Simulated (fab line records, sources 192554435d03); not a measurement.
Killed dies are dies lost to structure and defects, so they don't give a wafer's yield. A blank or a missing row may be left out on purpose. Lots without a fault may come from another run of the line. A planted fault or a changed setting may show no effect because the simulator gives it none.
Split-lot experiment | flow n5_finfet | 7 lots, 21 wafers read, on a route of 1938 steps

THE SPLIT
At N5_BEOL_M8_COAT_22 (resist thk 30 nm), the setting spin_rpm was moved away from the recipe's 1500 rpm on 6 of the 21 wafers read, by -4.2% to +10.5%. The other wafers ran this setting at the recipe's value.

FROM THE SPLIT TO THE READING: what the file shows between them, 6 steps
- N5_BEOL_M8_EBR_24
- N5_BEOL_M8_SOFTBAKE_23: time 60 s
- N5_BEOL_M8_EXPOSE_25: exposes mask V7, target cd 40 nm
- N5_BEOL_M8_PEB_26: peb time 60 s
- N5_BEOL_M8_DEVELOP_27: develop time 30 s
- N5_BEOL_M8_DESCUM_33: chemistry O2, time 7 s (also split here: time_s)

THE READING
CAR-EUV_of_BEOL_M8_COAT_22.thk_nm (the simulator's own value, which no gauge read), in nm, at N5_BEOL_M8_ETCH_72 (etches underlayer in N2/H2, target depth 6.5 nm, time 5.2 s). The file gives no usual value for it. The 15 wafers here that ran the recipe average 20.4 nm, standard deviation 0.2 nm.

wafer  | tool, chamber at the split | spin_rpm as run, rpm | against the recipe | CAR-EUV_of_BEOL_M8_COAT_22.thk_nm, nm | against lot-mates on the recipe
L075.1 | litho_track-01, 0          | 1500                 | recipe             | 20.4                                  | -
L075.3 | litho_track-01, 0          | 1585                 | +5.7%              | 18.8                                  | -1.6
L075.4 | litho_track-01, 0          | 1585                 | +5.7%              | 19.6                                  | -0.8
L077.1 | litho_track-05, 0          | 1500                 | recipe             | 20.4                                  | -
L077.6 | litho_track-05, 0          | 1500                 | recipe             | 20.4                                  | -
L077.2 | litho_track-05, 0          | 1500                 | recipe             | 20.2                                  | -
L083.3 | litho_track-05, 0          | 1437                 | -4.2%              | 20.8                                  | +0.4
L083.4 | litho_track-05, 0          | 1437                 | -4.2%              | 20.8                                  | +0.4
L083.6 | litho_track-05, 0          | 1500                 | recipe             | 20.4                                  | -
L091.1 | litho_track-05, 0          | 1500                 | recipe             | 20.4                                  | -
L091.5 | litho_track-05, 0          | 1500                 | recipe             | 20.4                                  | -
L091.4 | litho_track-05, 0          | 1500                 | recipe             | 19.8                                  | -
L090.1 | litho_track-01, 0          | 1657                 | +10.5%             | 18.8                                  | -1.6
L090.5 | litho_track-01, 0          | 1657                 | +10.5%             | 18.8                                  | -1.6
L090.4 | litho_track-01, 0          | 1500                 | recipe             | 20.4                                  | -
L094.3 | litho_track-01, 0          | 1500                 | recipe             | 20.4                                  | -
L094.5 | litho_track-01, 0          | 1500                 | recipe             | 20.4                                  | -
L094.6 | litho_track-01, 0          | 1500                 | recipe             | 20.4                                  | -
L095.2 | litho_track-03, 0          | 1500                 | recipe             | 20.2                                  | -
L095.4 | litho_track-03, 0          | 1500                 | recipe             | 20.4                                  | -
L095.6 | litho_track-03, 0          | 1500                 | recipe             | 20.8                                  | -

THE FIT
A straight line over all 21 wafers: CAR-EUV_of_BEOL_M8_COAT_22.thk_nm changes by -0.152 nm for each +1% of spin_rpm; r = -0.93; the points scatter about the line by 0.24 nm.
The same after taking each lot's own level away (the mean of its wafers on the recipe; 21 wafers): -0.154 nm for each +1%; r = -0.93; scatter 0.24 nm.
On that fit, the largest move of spin_rpm shifts the reading by 1.6 nm.
The lots' own levels span 20.20 to 20.47 nm, that is 1.4 times the standard deviation above.
So the lot-to-lot level changes the slope little: the two slopes agree.
Check: with one of the wafers moved furthest among these (+10.5%) left out of the fit, the line predicts -1.71 nm for it against its lot-mates. It came out at -1.6 nm against them.

OTHER SPLITS ON THESE WAFERS
These wafers also went through other splits before the reading. Each is held against what the fit with the lots' levels taken away leaves over:
other split on the same wafers | wafers away from the commonest value | r with CAR-EUV_of_BEOL_M8_COAT_22.thk_nm (lot level and that fit taken away)
N5_BEOL_M6_COAT_22 spin_rpm    | 2                                    | -0.04
N5_BEOL_M6_DESCUM_33 time_s    | 4                                    | -0.06
N5_BEOL_M6_VIA_ETCH_34 time_s  | 9                                    | +0.13
N5_BEOL_M8_ILD_DEP_00 time_s   | 5                                    | +0.04
N5_BEOL_M8_DESCUM_33 time_s    | 5                                    | -0.88

THE WHOLE CHAIN: every reading that the file lists as answering this split, in the file's order
step                  | what it does                                                | reading                                                                            | change (the file's fit)                                                                | r (the file's)
N5_BEOL_M8_COAT_22    | resist thk 30 nm                                            | CAR-EUV_of_BEOL_M8_COAT_22.thk_nm (the simulator's own value, which no gauge read) | -0.136 nm for each +1% of the setting                                                  | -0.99
N5_BEOL_M8_DEVELOP_27 | develop time 30 s                                           | CAR-EUV_of_BEOL_M8_COAT_22.thk_nm (the simulator's own value, which no gauge read) | -0.148 nm for each +1% of the setting                                                  | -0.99
N5_BEOL_M8_ETCH_72    | etches underlayer in N2/H2, target depth 6.5 nm, time 5.2 s | CAR-EUV_of_BEOL_M8_COAT_22.thk_nm (the simulator's own value, which no gauge read) | -0.158 nm for each +1% of the setting                                                  | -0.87
N5_BEOL_M8_DESCUM_33  | chemistry O2, time 7 s                                      | CAR-EUV_of_BEOL_M8_COAT_22.thk_nm (the simulator's own value, which no gauge read) | -0.148 nm for each +1% of the setting, in a fit together with time_s@BEOL_M8_DESCUM_33 | 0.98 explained
N5_BEOL_M8_ETCH_65    | etches SiARC in CF4, target depth 15.6 nm, time 26 s        | CAR-EUV_of_BEOL_M8_COAT_22.thk_nm (the simulator's own value, which no gauge read) | -0.157 nm for each +1% of the setting, in a fit together with time_s@BEOL_M8_DESCUM_33 | 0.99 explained

THE FILE'S OWN FIT
CAR-EUV_of_BEOL_M8_COAT_22.thk_nm changes by -0.158 nm for each +1% of spin_rpm, r = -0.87.
